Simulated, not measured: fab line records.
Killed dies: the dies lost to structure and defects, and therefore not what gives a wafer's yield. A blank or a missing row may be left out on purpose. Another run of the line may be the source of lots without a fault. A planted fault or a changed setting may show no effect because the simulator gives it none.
The tool behind it: which one? ; flow n5_finfet ; Sampling: 21 lots, 63 wafers, 3 of 1938 route steps

## WHAT THE GAUGES SHOWED, per wafer
N5_BEOL_M12_INSPECT_55: inspects for defects (darkfield). Usual: raw_defect_count at 64, with a standard deviation of 21.
lot;measured;on;raw_defect_count;flag
L075;day 10 23:00;defect_inspect-02;57 75 51;
L074;day 11 03:04;defect_inspect-02;88 58 74;
L076;day 11 09:23;defect_inspect-01;53 87 67;
L078;day 11 12:14;defect_inspect-01;119 72 132;
L077;day 11 15:16;defect_inspect-01;72 43 51;
L080;day 11 21:20;defect_inspect-01;48 35 66;
L079;day 11 23:56;defect_inspect-02;91 79 101;
L081;day 12 00:23;defect_inspect-02;57 70 54;
L083;day 12 18:34;defect_inspect-01;43 73 83;
L082;day 12 19:55;defect_inspect-01;62 83 60;
L086;day 13 05:38;defect_inspect-02;59 28 68;
L089;day 13 23:37;defect_inspect-02;59 59 70;
L088;day 14 12:50;defect_inspect-02;40 91 57;
L090;day 14 20:23;defect_inspect-01;84 84 74;
L091;day 14 20:58;defect_inspect-01;71 53 63;
L093;day 15 06:45;defect_inspect-01;80 115 105;
L092;day 15 09:34;defect_inspect-01;67 40 68;
L095;day 15 14:40;defect_inspect-01;56 98 46;
L094;day 15 17:21;defect_inspect-01;67 55 78;
L096;day 16 02:26;defect_inspect-01;69 43 66;
L097;day 16 19:49;defect_inspect-01;49 33 50;

## EACH LOT AND THE TOOL THAT RAN IT (in order: tool; ch and the chambers of the sampled wafers; start)
lot;N5_BEOL_M12_ETCH_68;N5_BEOL_M12_TRENCH_ETCH_34
L075;rie_diel-05 ch 0,2,3, day 10 20:08;rie_diel-05 ch 0,2,3, day 10 20:17
L074;rie_diel-01 ch 0,1,3, day 10 20:47;rie_diel-01 ch 0,1,3, day 10 20:58
L076;rie_diel-05 ch 0,1,3, day 11 07:25;rie_diel-05 ch 0,1,3, day 11 07:36
L078;rie_diel-05 ch 0,2,3, day 11 10:07;rie_diel-05 ch 0,2,3, day 11 10:17
L077;rie_diel-04 ch 0,1,3, day 11 13:21;rie_diel-04 ch 0,1,3, day 11 13:32
L080;rie_diel-04 ch 1,2,3, day 11 17:28;rie_diel-04 ch 1,2,3, day 11 17:38
L079;rie_diel-05 ch 0,2,3, day 11 20:27;rie_diel-05 ch 0,2,3, day 11 20:38
L081;rie_diel-01 ch 0,3, day 11 21:52;rie_diel-01 ch 0,3, day 11 22:04
L083;rie_diel-05 ch 0,2,3, day 12 15:38;rie_diel-05 ch 0,2,3, day 12 15:49
L082;rie_diel-01 ch 2,3, day 12 15:41;rie_diel-01 ch 2,3, day 12 15:52
L086;rie_diel-05 ch 0,2,3, day 13 01:47;rie_diel-05 ch 0,2,3, day 13 01:58
L089;rie_diel-01 ch 0,1,3, day 13 20:59;rie_diel-01 ch 0,1,3, day 13 21:10
L088;rie_diel-05 ch 2,3, day 14 05:32;rie_diel-05 ch 2,3, day 14 05:43
L090;rie_diel-01 ch 1,3, day 14 14:56;rie_diel-01 ch 1,3, day 14 15:07
L091;rie_diel-05 ch 0,3, day 14 15:13;rie_diel-05 ch 0,3, day 14 15:24
L093;rie_diel-05 ch 0,1,3, day 15 02:44;rie_diel-05 ch 0,1,3, day 15 02:55
L092;rie_diel-05 ch 0,1,3, day 15 05:38;rie_diel-05 ch 0,1,3, day 15 05:49
L095;rie_diel-01 ch 2,3, day 15 12:01;rie_diel-01 ch 2,3, day 15 12:11
L094;rie_diel-04 ch 1,2, day 15 15:23;rie_diel-04 ch 1,2, day 15 15:34
L096;rie_diel-04 ch 0,3, day 15 22:11;rie_diel-04 ch 0,3, day 15 22:22
L097;rie_diel-05 ch 0,1, day 16 14:22;rie_diel-05 ch 0,1, day 16 14:33
- N5_BEOL_M12_ETCH_68: etches SOC in N2/H2, time 285 s.
- N5_BEOL_M12_TRENCH_ETCH_34: etches SiOC in C4F8/O2/Ar, target depth 318.95 nm, time 125.5 s.

## AS READ BY THE TOOLS THEMSELVES (means over the sampled wafers that have a number; for cases with no such wafer, the mark the record gives instead)
N5_BEOL_M12_ETCH_68. Usual: drypump_motor_current_A 5.7 A, standard deviation 0.55; oes_product_au 0.79 a.u., standard deviation 0.068; rf_vpp_V 522.8 V, standard deviation 1.8; showerhead_plenum_p_Torr 2.51 Torr, standard deviation 0.062; throttle_valve_pct 17.89 %, standard deviation 0.3.
lot;tool;drypump_motor_current_A (A);oes_product_au (a.u.);rf_vpp_V (V);showerhead_plenum_p_Torr (Torr);throttle_valve_pct (%);flag
L075;rie_diel-05;5.6;0.81;522.3;2.49;17.95;
L074;rie_diel-01;6.0;0.74;523.7;2.54;18.14;
L076;rie_diel-05;5.3;0.86;521.8;2.46;17.64;
L078;rie_diel-05;5.6;0.80;523.0;2.49;17.97;
L077;rie_diel-04;5.8;0.82;522.8;2.50;17.74;
L080;rie_diel-04;5.6;0.86;522.0;2.52;17.65;
L079;rie_diel-05;5.6;0.80;522.5;2.49;17.98;
L081;rie_diel-01;6.2;0.77;523.2;2.56;17.94;
L083;rie_diel-05;5.6;0.80;521.4;2.49;18.00;
L082;rie_diel-01;5.8;0.76;525.4;2.57;17.92;
L086;rie_diel-05;5.6;0.78;521.9;2.48;17.99;
L089;rie_diel-01;6.0;0.82;523.1;2.54;18.01;
L088;rie_diel-05;5.6;0.80;521.9;2.48;18.00;
L090;rie_diel-01;5.9;0.82;523.4;2.52;17.98;
L091;rie_diel-05;5.1;0.82;521.7;2.45;17.74;
L093;rie_diel-05;5.3;0.81;521.9;2.44;17.69;
L092;rie_diel-05;5.3;0.82;522.0;2.44;17.69;
L095;rie_diel-01;5.5;0.72;525.0;2.60;17.99;
L094;rie_diel-04;5.4;0.82;521.8;2.52;17.79;
L096;rie_diel-04;6.0;0.76;521.4;2.45;17.85;
L097;rie_diel-05;5.6;0.78;521.4;2.43;17.68;

N5_BEOL_M12_TRENCH_ETCH_34. Usual: drypump_motor_current_A 5.7 A, standard deviation 0.55; he_outer_torr 30.00 Torr, standard deviation 0.056; oes_product_au 0.79 a.u., standard deviation 0.067; rf_vpp_V 664.3 V, standard deviation 2.1; showerhead_plenum_p_Torr 3.39 Torr, standard deviation 0.085; throttle_valve_pct 24.38 %, standard deviation 0.2.
lot;tool;drypump_motor_current_A (A);he_outer_torr (Torr);oes_product_au (a.u.);rf_vpp_V (V);showerhead_plenum_p_Torr (Torr);throttle_valve_pct (%);flag
L075;rie_diel-05;5.6;30.05;0.81;663.9;3.36;24.41;
L074;rie_diel-01;6.0;30.00;0.74;665.4;3.43;24.62;
L076;rie_diel-05;5.3;30.01;0.86;663.2;3.35;24.29;
L078;rie_diel-05;5.6;29.94;0.81;663.9;3.36;24.41;
L077;rie_diel-04;5.8;30.02;0.82;664.3;3.36;24.15;
L080;rie_diel-04;5.6;29.98;0.86;663.9;3.39;24.14;
L079;rie_diel-05;5.6;30.01;0.80;662.8;3.36;24.42;
L081;rie_diel-01;6.2;30.01;0.77;664.8;3.46;24.48;
L083;rie_diel-05;5.6;30.00;0.80;663.6;3.35;24.43;
L082;rie_diel-01;5.8;29.97;0.76;666.6;3.51;24.59;
L086;rie_diel-05;5.6;29.93;0.79;663.8;3.35;24.44;
L089;rie_diel-01;6.0;29.91;0.82;664.8;3.42;24.52;
L088;rie_diel-05;5.6;30.02;0.80;664.5;3.35;24.43;
L090;rie_diel-01;5.9;30.05;0.82;664.8;3.42;24.59;
L091;rie_diel-05;5.1;30.02;0.81;662.0;3.35;24.37;
L093;rie_diel-05;5.3;29.97;0.82;662.4;3.34;24.32;
L092;rie_diel-05;5.3;30.00;0.81;662.5;3.33;24.33;
L095;rie_diel-01;5.5;30.01;0.72;667.7;3.53;24.60;
L094;rie_diel-04;5.4;29.98;0.82;664.1;3.38;24.19;
L096;rie_diel-04;6.0;29.99;0.76;662.5;3.27;24.06;
L097;rie_diel-05;5.6;30.05;0.79;663.2;3.31;24.30;

## THE ANSWER, worked out from the rows above alone
Rule: a lot is off if the mean of its wafers that have a number lies more than 3 standard deviations from the usual mean. Also off: a lot with no number at a reading for which 4 or more lots have one. Where the step has rows for the other lots, those lots are counted as sound. First the gauges in route order, then the tools' own readings, where a lot's mean is used as printed above. The first step at which some lot is off is used, and at that step the reading that is off furthest; a lot without a number counts as furthest.
Nothing can be told from this: no lot is off at any reading shown.

## WHAT THE SIMULATOR HAD INSERTED
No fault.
